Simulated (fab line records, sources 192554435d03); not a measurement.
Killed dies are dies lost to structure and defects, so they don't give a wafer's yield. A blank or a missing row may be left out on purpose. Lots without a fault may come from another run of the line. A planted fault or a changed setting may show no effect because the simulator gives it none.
A struck lot beside a sound one | flow n5_finfet | 16 steps out of a route of 1938
Sound: wafers L762.4, L762.5, L762.6. Struck: wafers L770.1, L770.4, L770.5. The cause comes at the end.
At each step with rows: each side's tool, then ch and its chambers, then its first start. Under that, the readings that differ: sound wafers | struck wafers | difference of the means | sigmas: that difference in standard deviations of wafers without a fault.
alike: readings whose means differ by less than 2 such deviations, and words and numbers that are the same on both sides. not compared: withheld readings, readings that some wafer has no value for, bounds like >300 that may hide the same value, and numbers for which the record gives no deviation and whose values overlap.
The two part at a step that has a row with sigmas, a row that says differs or no value, or rows on one side only. Numbers that don't overlap but have no deviation are shown without sigmas and don't part them. A reading that every wafer of one side lacks parts them only if that side has two wafers or more.

first, 6 steps without rows for these wafers: N5_BEOL_M2_COAT_22 (resist thk 30 nm); N5_BEOL_M2_EBR_24; N5_BEOL_M2_SOFTBAKE_23 (time 60 s); N5_BEOL_M2_EXPOSE_25 (exposes mask V1, defocus 5 nm); N5_BEOL_M2_PEB_26 (peb time 60 s); N5_BEOL_M2_DEVELOP_27 (develop time 30 s).
N5_BEOL_M2_CD_MEAS_28: target cd 26.2 nm, target cd y 24.1 nm.
  sound on cd_sem-03 ch 0, day 8 12:19; struck on cd_sem-02 ch 0, day 10 09:41
  alike: cd_nm
N5_BEOL_M2_OVL_MEAS_29:
  sound on overlay-01 ch 0, day 8 12:22; struck on overlay-01 ch 0, day 10 09:43
  alike: V1_OVL
N5_BEOL_M2_INSPECT_30: inspects for defects (brightfield).
  sound on defect_inspect-01, day 8 12:25; struck on defect_inspect-01, day 10 09:46
  alike: raw_defect_count
N5_BEOL_M2_DESCUM_33: chemistry O2, time 7 s.
  sound on rie_diel-06 ch 1,2, day 8 12:26; struck on rie_diel-03 ch 0,1, day 10 09:50
  alike: drypump_motor_current_A, oes_product_au, rf_vpp_V, showerhead_plenum_p_Torr, throttle_valve_pct
  not compared: rf_hours_counter_h
N5_BEOL_M2_ETCH_77: etches underlayer in N2/H2, target depth 6.5 nm, time 5.2 s.
  sound on rie_diel-06 ch 1,2, day 8 12:28; struck on rie_diel-03 ch 0,1, day 10 09:52
  alike: drypump_motor_current_A, etch_rf_on_time_s, h2_flow_sccm, oes_product_au, rf_vpp_V, showerhead_plenum_p_Torr, throttle_valve_pct
  not compared: rf_hours_counter_h
N5_BEOL_M2_ETCH_69: etches SiARC in CF4, target depth 15.6 nm, time 26 s.
  sound on rie_diel-06 ch 1,2, day 8 12:29; struck on rie_diel-03 ch 0,1, day 10 09:53
  alike: drypump_motor_current_A, etch_rf_on_time_s, oes_product_au, rf_vpp_V, showerhead_plenum_p_Torr, throttle_valve_pct
  not compared: rf_hours_counter_h
N5_BEOL_M2_ALD_98: deposits SiO2, target thk 2.5 nm, pulse time 1 s, co reactant pulse time 1 s.
  sound on ald_sin-04 ch 2,3, day 8 12:52; struck on ald_sin-03 ch 1,3, day 10 09:58
  no value came back on the struck wafers for ald_cycles, chamber_pressure_Torr (Torr), heater_power_w (W), precursor_pulse_height_rel; on the sound wafers ald_cycles reads 17 17 17
  not compared: since_wet_clean_h
N5_BEOL_M2_ETCHBACK_99: etches SiO2 in CHF3, target depth 5 nm, time 10.4 s.
  sound on rie_diel-03 ch 0,1,3, day 8 18:03; struck on rie_diel-04 ch 0,1,3, day 10 15:54
  alike: drypump_motor_current_A, oes_product_au, rf_vpp_V, showerhead_plenum_p_Torr, throttle_valve_pct
  not compared: rf_hours_counter_h
N5_BEOL_M4_RC_MEAS_101:
  sound on prober-02 ch 0, day 9 17:32; struck on prober-01 ch 0, day 12 00:52
  alike: DIBL_N, DIBL_P, IOFF_N, IOFF_P, ION_N, ION_P, SS_N, SS_P, VT_N, VT_P
-- the record jumps here: 5 days lie between the struck wafers' starts before and after (it left off in module BEOL_M4 and takes up again in module PASSIVATION, whose first step shown is number 1936 of the route) --
N5_PASSIVATION_PROBE_49:
  the record has rows for the struck wafers here (prober-02, day 17 01:44) and none for the sound ones

WHERE THEY PART
First at N5_BEOL_M2_ALD_98; last, within this record, at N5_PASSIVATION_PROBE_49.

WHY: what the simulator had put in
Skipped step whole: ald_sin-03, from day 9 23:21 on, at N5_BEOL_M2_ALD_98. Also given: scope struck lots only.
